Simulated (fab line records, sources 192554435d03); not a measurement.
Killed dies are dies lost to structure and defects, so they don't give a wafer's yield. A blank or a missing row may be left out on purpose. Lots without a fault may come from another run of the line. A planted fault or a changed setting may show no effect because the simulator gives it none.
Which tool did it? | flow n5_finfet | 11 lots, 33 wafers sampled, at 5 steps of a route of 1938

WHAT THE GAUGES READ, wafer by wafer
N5_BEOL_M4_RC_MEAS_101. Usual: DIBL_N 36.7 mV/V, standard deviation 2.4; DIBL_P 37.4 mV/V, standard deviation 2.9; IOFF_N 0.18 nA/um, standard deviation 0.05; IOFF_P 0.23 nA/um, standard deviation 0.058; ION_N 683 uA/um, standard deviation 16; ION_P 467 uA/um, standard deviation 11; SS_N 71.7 mV/dec, standard deviation 0.77; SS_P 73.5 mV/dec, standard deviation 0.87; VT_N 249 mV, standard deviation 4.3; VT_P -250 mV, standard deviation 4.4.
lot  | measured     | on        | DIBL_N (mV/V)  | DIBL_P (mV/V)  | IOFF_N (nA/um) | IOFF_P (nA/um) | ION_N (uA/um) | ION_P (uA/um) | SS_N (mV/dec)  | SS_P (mV/dec)  | VT_N (mV)   | VT_P (mV)      | flag
L907 | day 8 22:30  | prober-01 | 37.9 33.1 34.5 | 36.9 32.0 32.7 | 0.17 0.11 0.12 | 0.20 0.14 0.14 | 657 679 660   | 450 458 447   | 72.0 71.3 70.7 | 73.5 71.7 72.0 | 251 252 257 | -251 -257 -256 |
L908 | day 9 03:58  | prober-01 | 36.8 39.4 35.4 | 38.4 42.4 37.2 | 0.15 0.25 0.14 | 0.23 0.32 0.21 | 665 709 668   | 467 489 464   | 71.2 73.4 71.2 | 74.1 74.4 74.1 | 253 245 254 | -250 -246 -254 |
L909 | day 9 09:02  | prober-01 | 36.1 37.2 36.5 | 36.6 36.7 36.5 | 0.17 0.17 0.17 | 0.26 0.24 0.24 | 687 664 688   | 481 454 474   | 71.3 72.0 71.9 | 73.1 73.6 73.3 | 246 249 249 | -246 -246 -248 |
L910 | day 9 10:56  | prober-02 | 32.5 34.6 34.8 | 34.2 35.3 36.9 | 0.14 0.14 0.16 | 0.19 0.19 0.23 | 686 671 694   | 485 463 486   | 69.9 71.3 70.7 | 72.6 73.1 73.0 | 249 252 247 | -249 -250 -247 |
L912 | day 10 00:06 | prober-01 | 38.4 38.5 37.4 | 38.5 38.8 36.5 | 0.19 0.21 0.18 | 0.28 0.29 0.26 | 692 703 680   | 482 484 470   | 72.2 72.1 72.1 | 74.2 73.7 73.5 | 249 245 245 | -246 -246 -246 |
L913 | day 10 08:22 | prober-01 | 41.1 33.5 36.9 | 42.0 33.5 37.0 | 0.25 0.11 0.16 | 0.24 0.13 0.17 | 699 681 680   | 458 466 450   | 73.2 70.7 72.0 | 74.5 72.6 73.5 | 246 253 250 | -251 -259 -256 |
L914 | day 10 11:44 | prober-01 | 37.4 36.5 38.0 | 38.8 35.5 38.7 | 0.19 0.15 0.19 | 0.24 0.18 0.24 | 682 667 697   | 463 448 475   | 72.1 71.5 72.1 | 73.5 71.9 73.1 | 248 251 245 | -250 -253 -249 |
L917 | day 11 11:25 | prober-02 | 40.2 36.4 40.9 | 40.8 36.5 42.7 | 0.23 0.16 0.29 | 0.29 0.22 0.33 | 690 691 711   | 473 476 480   | 73.1 71.3 72.8 | 74.3 72.9 74.5 | 243 247 238 | -246 -249 -242 |
L918 | day 11 11:47 | prober-01 | 35.1 35.5 36.0 | 35.5 35.2 37.2 | 0.17 0.16 0.18 | 0.21 0.20 0.22 | 667 662 672   | 459 451 461   | 71.8 71.6 72.4 | 73.4 72.3 73.4 | 250 251 250 | -249 -251 -250 |
L920 | day 11 20:03 | prober-02 | 34.8 32.5 34.2 | 37.0 34.5 36.5 | 0.14 0.11 0.13 | 0.21 0.17 0.19 | 662 665 658   | 461 463 460   | 71.4 70.2 70.7 | 73.7 72.6 73.0 | 254 258 255 | -249 -253 -252 |
L926 | day 13 12:54 | prober-02 | 36.6 37.9 37.5 | 38.0 38.7 39.5 | 0.18 0.18 0.22 | 0.20 0.21 0.24 | 698 673 697   | 473 456 466   | 71.7 71.9 72.2 | 73.0 73.6 73.6 | 247 249 243 | -252 -252 -249 |

WHICH TOOL RAN EACH LOT (tool, then ch and the chambers of the sampled wafers, then the start)
lot  | N5_BEOL_M0_SPUTTER_132       | N5_BEOL_M1_PECVD_72             | N5_BEOL_M1_HM_DEP_02         | N5_BEOL_M1_COAT_73
L907 | pvd_sputter-01, day 6 23:39  | pecvd-02 ch 0,1,2, day 7 01:07  | pvd_sputter-03, day 7 01:40  | litho_track-02 ch 0, day 7 01:47
L908 | pvd_sputter-02, day 7 03:30  | pecvd-02 ch 1,2, day 7 04:59    | pvd_sputter-03, day 7 06:28  | litho_track-05 ch 0, day 7 06:35
L909 | pvd_sputter-02, day 7 09:56  | pecvd-01 ch 0,2, day 7 12:22    | pvd_sputter-03, day 7 12:40  | litho_track-05 ch 0, day 7 12:48
L910 | pvd_sputter-03, day 7 16:24  | pecvd-03 ch 0, day 7 18:04      | pvd_sputter-03, day 7 19:40  | litho_track-02 ch 0, day 7 19:48
L912 | pvd_sputter-03, day 8 03:18  | pecvd-02 ch 0,1, day 8 04:48    | pvd_sputter-03, day 8 08:31  | litho_track-02 ch 0, day 8 08:38
L913 | pvd_sputter-01, day 8 10:31  | pecvd-02 ch 1,2, day 8 12:29    | pvd_sputter-02, day 8 14:37  | litho_track-02 ch 0, day 8 14:44
L914 | pvd_sputter-01, day 9 00:20  | pecvd-02 ch 1,2, day 9 01:48    | pvd_sputter-01, day 9 01:52  | litho_track-02 ch 0, day 9 01:59
L917 | pvd_sputter-03, day 9 12:04  | pecvd-02 ch 0,1, day 9 13:32    | pvd_sputter-03, day 9 14:52  | litho_track-05 ch 0, day 9 14:59
L918 | pvd_sputter-03, day 9 19:05  | pecvd-03 ch 0,1,2, day 9 20:34  | pvd_sputter-03, day 9 21:01  | litho_track-03 ch 0, day 9 21:08
L920 | pvd_sputter-02, day 10 03:38 | pecvd-01 ch 0, day 10 05:26     | pvd_sputter-02, day 10 06:44 | litho_track-03 ch 0, day 10 06:52
L926 | pvd_sputter-03, day 11 16:28 | pecvd-02 ch 0,1,2, day 11 18:36 | pvd_sputter-03, day 11 19:42 | litho_track-03 ch 0, day 11 19:50
- N5_BEOL_M0_SPUTTER_132: material Cu, target thk 4 nm, time 7.37 s.
- N5_BEOL_M1_PECVD_72: deposits SiO2 from TEOS/O2, target thk 16 nm, time 18 s.
- N5_BEOL_M1_HM_DEP_02: deposits TiN, target thk 20 nm.
- N5_BEOL_M1_COAT_73: time 60 s, resist thk 5 nm.

WHAT THE TOOLS THEMSELVES READ (means of the sampled wafers that have a number; where no wafer has one, the mark that the record gives instead)
N5_BEOL_M0_SPUTTER_132. Usual: substrate_temp_c -20.00 C, standard deviation 0.12; throttle_valve_pct 29.6 %, standard deviation 0.97.
lot  | tool           | substrate_temp_c (C) | throttle_valve_pct (%) | flag
L907 | pvd_sputter-01 | -19.96               | 29.1                   |
L908 | pvd_sputter-02 | -20.09               | 29.0                   |
L909 | pvd_sputter-02 | -20.20               | 30.0                   |
L910 | pvd_sputter-03 | -19.96               | 28.8                   |
L912 | pvd_sputter-03 | -20.15               | 29.0                   |
L913 | pvd_sputter-01 | -20.13               | 29.7                   |
L914 | pvd_sputter-01 | -20.09               | 29.8                   |
L917 | pvd_sputter-03 | -19.87               | 29.0                   |
L918 | pvd_sputter-03 | -19.95               | 29.3                   |
L920 | pvd_sputter-02 | -20.10               | 30.0                   |
L926 | pvd_sputter-03 | -20.11               | 29.2                   |

N5_BEOL_M1_PECVD_72. Usual: heater_power_w 718 W, standard deviation 98; showerhead_plenum_p_Torr 8.78 Torr, standard deviation 0.064; throttle_valve_pct 23.2 %, standard deviation 1.5.
lot  | tool     | heater_power_w (W) | showerhead_plenum_p_Torr (Torr) | throttle_valve_pct (%) | flag
L907 | pecvd-02 | 804                | 8.74                            | 23.0                   |
L908 | pecvd-02 | 709                | 8.76                            | 22.5                   |
L909 | pecvd-01 | 623                | 8.76                            | 22.7                   |
L910 | pecvd-03 | 718                | 8.84                            | 22.7                   |
L912 | pecvd-02 | 732                | 8.76                            | 24.0                   |
L913 | pecvd-02 | 786                | 8.75                            | 22.2                   |
L914 | pecvd-02 | 768                | 8.75                            | 22.3                   |
L917 | pecvd-02 | 785                | 8.77                            | 23.4                   |
L918 | pecvd-03 | 643                | 8.81                            | 22.7                   |
L920 | pecvd-01 | 577                | 8.68                            | 21.9                   |
L926 | pecvd-02 | 799                | 8.75                            | 22.9                   |

N5_BEOL_M1_HM_DEP_02. Usual: substrate_temp_c 25.00 C, standard deviation 0.1; throttle_valve_pct 29.5 %, standard deviation 1.
lot  | tool           | substrate_temp_c (C) | throttle_valve_pct (%) | flag
L907 | pvd_sputter-03 | 25.08                | 29.1                   |
L908 | pvd_sputter-03 | 24.99                | 30.0                   |
L909 | pvd_sputter-03 | 25.02                | 30.1                   |
L910 | pvd_sputter-03 | 25.01                | 29.2                   |
L912 | pvd_sputter-03 | 25.04                | 29.3                   |
L913 | pvd_sputter-02 | 24.99                | 30.1                   |
L914 | pvd_sputter-01 | 24.98                | 29.1                   |
L917 | pvd_sputter-03 | 25.08                | 29.3                   |
L918 | pvd_sputter-03 | 24.90                | 29.6                   |
L920 | pvd_sputter-02 | 25.06                | 30.0                   |
L926 | pvd_sputter-03 | 25.05                | 29.3                   |

N5_BEOL_M1_COAT_73. Usual: exhaust_pa 45.1 Pa, standard deviation 0.87; heater_power_total_W 391.8 W, standard deviation 1.4; plate_temp_C 204.97 C, standard deviation 0.15.
lot  | tool           | exhaust_pa (Pa) | heater_power_total_W (W) | plate_temp_C (C) | flag
L907 | litho_track-02 | 44.7            | 390.9                    | 205.09           |
L908 | litho_track-05 | 45.1            | 390.0                    | 205.06           |
L909 | litho_track-05 | 43.9            | 390.6                    | 204.94           |
L910 | litho_track-02 | 45.7            | 391.6                    | 204.97           |
L912 | litho_track-02 | 45.0            | 402.4                    | 209.44           | OFF
L913 | litho_track-02 | 44.1            | 402.2                    | 209.32           | OFF
L914 | litho_track-02 | 44.6            | 401.6                    | 209.50           | OFF
L917 | litho_track-05 | 44.2            | 391.2                    | 205.03           |
L918 | litho_track-03 | 45.0            | 390.9                    | 205.09           |
L920 | litho_track-03 | 45.2            | 392.2                    | 205.05           |
L926 | litho_track-03 | 45.0            | 391.8                    | 205.05           |

THE ANSWER, worked out from the rows above alone
Rule: a lot is off if the mean of its wafers that have a number lies more than 3 standard deviations from the usual mean. A lot without any number at a reading at which 4 lots or more have one is off too. The other lots that the step has rows for count as sound. The gauges are gone through in route order, then the tools' own readings, and for those a lot's mean is taken as printed above. The first step at which some lot is off is used, and at that step the reading that is off furthest; a lot without a number counts as furthest.
Off: L912, L913, L914, at N5_BEOL_M1_COAT_73 (plate_temp_C).
A tool fits if, at that step or a process step before it, it ran every lot that is off, and no sound lot after the first of them. One fits: litho_track-02 at N5_BEOL_M1_COAT_73. Its last sound lot is L910 (day 7 19:48), its first lot that is off L912 (day 8 08:38): a fault that began between those two fits.
The tool's own readings at N5_BEOL_M1_COAT_73 bear it out: on the lots that are off they differ by more than 5 times the standard deviation of the sound lots' means. heater_power_total_W reads 402.1 W there against 391.1 W on the sound lots; plate_temp_C reads 209.42 C there against 205.03 C on the sound lots.

WHAT THE SIMULATOR HAD PUT IN
Process parameter drift: litho_track-02, from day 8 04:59 on, at N5_BEOL_M1_COAT_73. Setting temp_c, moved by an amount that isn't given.
Lots struck among those shown: L912, L913, L914. The rule above found the same.
